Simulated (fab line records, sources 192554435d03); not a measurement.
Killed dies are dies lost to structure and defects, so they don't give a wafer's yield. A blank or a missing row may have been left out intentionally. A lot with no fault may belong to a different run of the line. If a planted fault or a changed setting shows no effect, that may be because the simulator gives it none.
Split-lot study    flow n5-finfet    on a route of 1938 steps: 7 lots, 21 wafers read

== ABOUT THE SPLIT ==
At N5_WELL_APT_COAT_19 (resist thk 950 nm), the setting spin-rpm was moved away from the recipe's 1357 rpm on 7 of the 21 wafers read, by -9.1% to +10.8%. The other wafers ran this setting at the recipe's value.

The split's own step is where the reading is taken.

== THE READING ==
coat_of_WELL_APT_COAT_19.thk-nm (the simulator's own value, which no gauge read), in nm, at N5_WELL_APT_COAT_19 (resist thk 950 nm). There is no usual value for it anywhere in the file. Here, 14 wafers ran the recipe; their average is 950.0 nm with a standard deviation of 1.8 nm.

wafer   tool, chamber at the split  spin-rpm as run, rpm  against the recipe  coat_of_WELL_APT_COAT_19.thk-nm, nm  against lot-mates on the recipe
L074.3  litho-track-03, 0           1234                  -9.1%               1001                                 +50.4
L074.4  litho-track-03, 0           1234                  -9.1%               1002                                 +51.4
L074.6  litho-track-03, 0           1357                  recipe              950.6                                -
L075.2  litho-track-05, 0           1357                  recipe              950.2                                -
L075.3  litho-track-05, 0           1357                  recipe              948.2                                -
L075.5  litho-track-05, 0           1488                  +9.7%               907.8                                -41.4
L083.2  litho-track-05, 0           1357                  recipe              950.1                                -
L083.3  litho-track-05, 0           1357                  recipe              949.4                                -
L083.4  litho-track-05, 0           1400                  +3.2%               936.8                                -13.0
L088.2  litho-track-05, 0           1357                  recipe              950.9                                -
L088.3  litho-track-05, 0           1357                  recipe              951.4                                -
L088.5  litho-track-05, 0           1357                  recipe              952.9                                -
L091.3  litho-track-01, 0           1357                  recipe              949.5                                -
L091.4  litho-track-01, 0           1357                  recipe              949                                  -
L091.5  litho-track-01, 0           1357                  recipe              952.2                                -
L096.1  litho-track-03, 0           1357                  recipe              950.5                                -
L096.3  litho-track-03, 0           1357                  recipe              950.5                                -
L096.2  litho-track-03, 0           1261                  -7.1%               982.2                                +31.7
L097.2  litho-track-03, 0           1503                  +10.8%              897                                  -48.2
L097.3  litho-track-03, 0           1503                  +10.8%              899.3                                -45.9
L097.4  litho-track-03, 0           1357                  recipe              945.2                                -

FIT RESULTS
A straight line over all 21 wafers: coat_of_WELL_APT_COAT_19.thk-nm changes by -4.98 nm for each +1% of spin-rpm; r = -0.99; the points scatter about the line by 2.9 nm.
The same after taking each lot's own level away (the mean of its wafers on the recipe; 21 wafers): -4.76 nm for each +1%; r = -0.99; scatter 2.9 nm.
On that fit, the largest move of spin-rpm shifts the reading by 51 nm.
From 945.20 to 951.73 nm: that is the span of the lots' own levels, equal to 3.7 times the standard deviation above.
The two slopes are in agreement: the lot-to-lot level therefore moves the slope only a little.
Check: for one of the wafers moved furthest among these (+10.8%), held out of the fit, the line's prediction against its lot-mates is -50.4 nm. It came out at -48.2 nm against them.

== THE FILE'S OWN FIT ==
coat_of_WELL_APT_COAT_19.thk-nm changes by -4.65 nm for each +1% of spin-rpm, r = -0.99.
